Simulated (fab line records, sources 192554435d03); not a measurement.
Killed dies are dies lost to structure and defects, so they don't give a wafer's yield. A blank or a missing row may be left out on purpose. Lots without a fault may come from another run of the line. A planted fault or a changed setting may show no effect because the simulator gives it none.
A struck lot beside a sound one | flow n5_finfet | 20 steps out of a route of 1938
Sound: wafers L433.1, L433.3, L433.5. Struck: wafers L437.1, L437.4, L437.6. The cause comes at the end.
At each step with rows: each side's tool, then ch and its chambers, then its first start. Under that, the readings that differ: sound wafers | struck wafers | difference of the means | sigmas: that difference in standard deviations of wafers without a fault.
alike: readings whose means differ by less than 2 such deviations, and words and numbers that are the same on both sides. not compared: withheld readings, readings that some wafer has no value for, bounds like >300 that may hide the same value, and numbers for which the record gives no deviation and whose values overlap.
The two part at a step that has a row with sigmas, a row that says differs or no value, or rows on one side only. Numbers that don't overlap but have no deviation are shown without sigmas and don't part them. A reading that every wafer of one side lacks parts them only if that side has two wafers or more.

first, 11 steps without rows for these wafers: N5_BEOL_M0_SAQP_COAT_105 (time 60 s, resist thk 100 nm); N5_BEOL_M0_SAQP_ETCH_106 (etches SOC in N2/H2, stops on SiNx, target depth 150 nm); N5_BEOL_M0_SAQP_ETCH_107 (etches SiNx in CH3F/O2, target depth 30 nm); N5_BEOL_M0_SAQP_STRIP_108 (strips in N2/H2); N5_BEOL_M0_SAQP_RECESS_109 (chemistry HF/NH3, target SiO2, target depth 3 nm, afs cycles 1, sublimation time 60 s); N5_BEOL_M0_SAQP_SPACER2_ALD_26 (deposits SiO2, target thk 15 nm, pulse time 1 s, purge time 2 s); N5_BEOL_M0_SAQP_SPACER2_ETCHBACK_27 (etches SiO2 in CHF3/O2, target depth 22.5 nm, time 11.25 s); N5_BEOL_M0_SAQP_MANDREL2_REMOVE_110 (chemistry HBr/Cl2/O2, target a-Si, stops on SiCN, bt time 10 s); N5_BEOL_M0_SAQP_COAT_69 (time 60 s, resist thk 90 nm); N5_BEOL_M0_SAQP_COAT_72 (time 60 s, resist thk 15 nm); N5_BEOL_M0_SAQP_COAT_87 (time 60 s, resist thk 5 nm).
N5_BEOL_M0_SAQP_COAT_34: resist thk 30 nm.
  sound on litho_track-05 ch 0, day 8 02:06; struck on litho_track-05 ch 0, day 9 02:08
  reading                                           | sound                | struck               | difference | sigmas
  spin_speed_rpm (rpm)                              | 1500.2 1497.4 1500.5 | 1263.2 1262.0 1263.3 | -236.5     | -99 or more
  model.CAR-EUV_of_BEOL_M0_SAQP_COAT_34.thk_nm (nm) | 30 30 29.8           | 32.8 32.8 32.8       | +2.9       |
then, 5 steps without rows for these wafers: N5_BEOL_M0_SAQP_EBR_36; N5_BEOL_M0_SAQP_SOFTBAKE_35 (time 60 s); N5_BEOL_M0_SAQP_EXPOSE_37 (exposes mask M0 CUT1, target cd 30 nm); N5_BEOL_M0_SAQP_PEB_38 (peb time 60 s); N5_BEOL_M0_SAQP_DEVELOP_39 (develop time 30 s).
N5_BEOL_M0_SAQP_DESCUM_45: chemistry O2, time 7 s.
  sound on rie_diel-06 ch 0,1,3, day 8 02:37; struck on rie_diel-06 ch 0,3, day 9 02:55
  reading                                           | sound    | struck       | difference | sigmas
  model.CAR-EUV_of_BEOL_M0_SAQP_COAT_34.thk_nm (nm) | 26 26 26 | 28.8 28.8 29 | +2.9       |
  alike: chamber_pressure_mTorr, drypump_motor_current_A, oes_product_au, rf_vpp_V, showerhead_plenum_p_Torr, throttle_valve_pct
  not compared: rf_hours_counter_h
then, 1 step without rows for these wafers: N5_BEOL_M0_SAQP_ETCH_88 (etches underlayer in N2/H2, target depth 6.5 nm, time 5.2 s).
-- the record jumps here: 3 days lie between the struck wafers' starts before and after (it left off in module BEOL_M0_SAQP and takes up again in module BEOL_M4, whose first step shown is number 1111 of the route) --
N5_BEOL_M4_RC_MEAS_101:
  sound on prober-02 ch 0, day 11 16:56; struck on prober-02 ch 0, day 12 14:01
  alike: DIBL_N, DIBL_P, IOFF_N, IOFF_P, ION_N, ION_P, SS_N, SS_P, VT_N, VT_P

WHERE THEY PART
Only at N5_BEOL_M0_SAQP_COAT_34, within this record. Later steps at which nothing parts them and some readings are alike: N5_BEOL_M0_SAQP_DESCUM_45, N5_BEOL_M4_RC_MEAS_101.

WHY: what the simulator had put in
Process parameter drift: litho_track-05, from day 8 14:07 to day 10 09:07, at N5_BEOL_M0_SAQP_COAT_34. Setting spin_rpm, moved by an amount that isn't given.
